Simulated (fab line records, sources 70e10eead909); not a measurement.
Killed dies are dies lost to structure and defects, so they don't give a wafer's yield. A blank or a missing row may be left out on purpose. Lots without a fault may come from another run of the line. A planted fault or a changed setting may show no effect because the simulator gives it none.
A struck lot beside a sound one | flow nand_harc | 22 steps out of a route of 1159
Sound: wafers L663.3, L663.4, L663.6. Struck: wafers L666.1, L666.3, L666.5. The cause comes at the end.
At each step with rows: each side's tool, then ch and its chambers, then its first start. Under that, the readings that differ: sound wafers | struck wafers | difference of the means | sigmas: that difference in standard deviations of wafers without a fault.
alike: readings whose means differ by less than 2 such deviations, and words and numbers that are the same on both sides. not compared: withheld readings, readings that some wafer has no value for, bounds like >300 that may hide the same value, and numbers for which the record gives no deviation and whose values overlap.
The two part at a step that has a row with sigmas, a row that says differs or no value, or rows on one side only. Numbers that don't overlap but have no deviation are shown without sigmas and don't part them. A reading that every wafer of one side lacks parts them only if that side has two wafers or more.

NHARC_P_CONTACT_CVD_23: deposits W, target thk 200 nm, time 557 s.
  sound on cvd_w-01 ch 0,1; struck on cvd_w-01 ch 1
  alike: heater_power_w, throttle_valve_pct
  not compared: since_wet_clean_h
NHARC_P_CONTACT_CMP_24: polishes, t overpolish 30 s, target thk 200 nm.
  sound on cmp-01 ch 0,3, day 6 23:56; struck on cmp-04 ch 2,3, day 8 01:47
  reading             | sound          | struck         | difference | sigmas
  motor_current_A (A) | 14.9 12.3 14.6 | 11.3 10.7 11.0 | -2.9       | -3
  alike: overpolish_run_s, time_to_endpoint_s
then, 1 step without rows for these wafers: NHARC_P_CONTACT_SRD_26.
NHARC_P_CONTACT_INSPECT_27:
  sound on defect_inspect-02, day 7 00:20; struck on defect_inspect-01, day 8 02:10
  alike: raw_defect_count
then, 7 steps without rows for these wafers: NHARC_P_M0_DEP_00 (deposits SiOC, target thk 150 nm); NHARC_P_M0_DEHYDRATE_01 (time 120 s); NHARC_P_M0_HMDS_02 (time 30 s); NHARC_P_M0_COAT_33 (time 65 s); NHARC_P_M0_COAT_03 (resist thk 90 nm); NHARC_P_M0_SOFTBAKE_04 (time 55 s); NHARC_P_M0_EBR_05.
NHARC_P_M0_EXPOSE_06: exposes mask P M0, target cd 90 nm.
  sound on arfi_scanner-02 ch 0, day 7 01:06; struck on arfi_scanner-02 ch 0, day 8 02:48
  reading              | sound             | struck            | difference | sigmas
  exposure_dose_mJ_cm2 | 81.47 81.28 81.18 | 89.45 89.42 89.48 | +8.14      | +99 or more
  alike: mask, stage_vel_mm_s
then, 2 steps without rows for these wafers: NHARC_P_M0_PEB_07 (peb time 65 s); NHARC_P_M0_DEVELOP_08 (develop time 35 s).
NHARC_P_M0_CD_MEAS_09: target cd 90 nm.
  sound on cd_sem-01 ch 0, day 7 01:14; struck on cd_sem-01 ch 0, day 8 02:56
  reading    | sound          | struck         | difference | sigmas
  cd_nm (nm) | 89.8 90.2 90.4 | 96.4 95.5 95.6 | +5.7       | +12
NHARC_P_M0_OVL_MEAS_10: pitch 180 nm.
  sound on overlay-02, day 7 01:19; struck on overlay-02, day 8 03:02
  alike: overlay_x_nm, overlay_y_nm
NHARC_P_M0_INSPECT_11:
  sound on defect_inspect-01, day 7 01:22; struck on defect_inspect-01, day 8 03:04
  alike: raw_defect_count
NHARC_P_M0_DESCUM_14: chemistry O2, time 3 s.
  sound on rie_diel-06 ch 0,2, day 7 01:25; struck on rie_diel-09 ch 0,2, day 8 03:07
  reading               | sound             | struck            | difference | sigmas
  model.P_M0.cd_nm (nm) | 89.84 89.87 90.47 | 96.36 95.29 95.12 | +5.53      |
  alike: drypump_motor_current_A, o2_flow_sccm, oes_product_au, rf_vpp_V, showerhead_plenum_p_Torr, throttle_valve_pct
  not compared: rf_hours_counter_h
NHARC_P_M0_ETCH_34: etches the open film in N2/H2, target depth 40 nm, overetch 12 nm, time 43.94 s.
  sound on rie_diel-06 ch 0,2,3, day 7 01:31; struck on rie_diel-09 ch 0,2, day 8 03:13
  alike: drypump_motor_current_A, n2_flow_sccm, oes_product_au, rf_vpp_V, showerhead_plenum_p_Torr, throttle_valve_pct
  not compared: rf_hours_counter_h
NHARC_P_M0_ETCH_15: etches the open film in C4F8/Ar, target depth 150 nm, overetch 15 nm, time 82.5 s.
  sound on rie_diel-06 ch 0,2; struck on rie_diel-09 ch 0,2,3
  reading               | sound             | struck            | difference | sigmas
  model.P_M0.cd_nm (nm) | 89.54 89.77 90.17 | 96.38 94.63 95.32 | +5.62      |
  alike: oes_product_au, rf_vpp_V
  not compared: rf_hours_counter_h
NHARC_P_M0_CD_MEAS_16:
  sound on cd_sem-01, day 7 01:43; struck on cd_sem-02, day 8 03:25
  reading    | sound          | struck         | difference | sigmas
  cd_nm (nm) | 89.7 89.5 90.1 | 96.1 94.7 95.4 | +5.6       | +9
-- the record jumps here: 13 days lie between the struck wafers' starts before and after (it left off in module P_M0 and takes up again in module END, whose first step shown is number 1159 of the route) --
NHARC_END_SORT_01:
  the record has rows for the struck wafers here (prober-01 ch 0, day 21 01:44) and none for the sound ones

WHERE THEY PART
First at NHARC_P_CONTACT_CMP_24; last, within this record, at NHARC_END_SORT_01.

WHY: what the simulator had put in
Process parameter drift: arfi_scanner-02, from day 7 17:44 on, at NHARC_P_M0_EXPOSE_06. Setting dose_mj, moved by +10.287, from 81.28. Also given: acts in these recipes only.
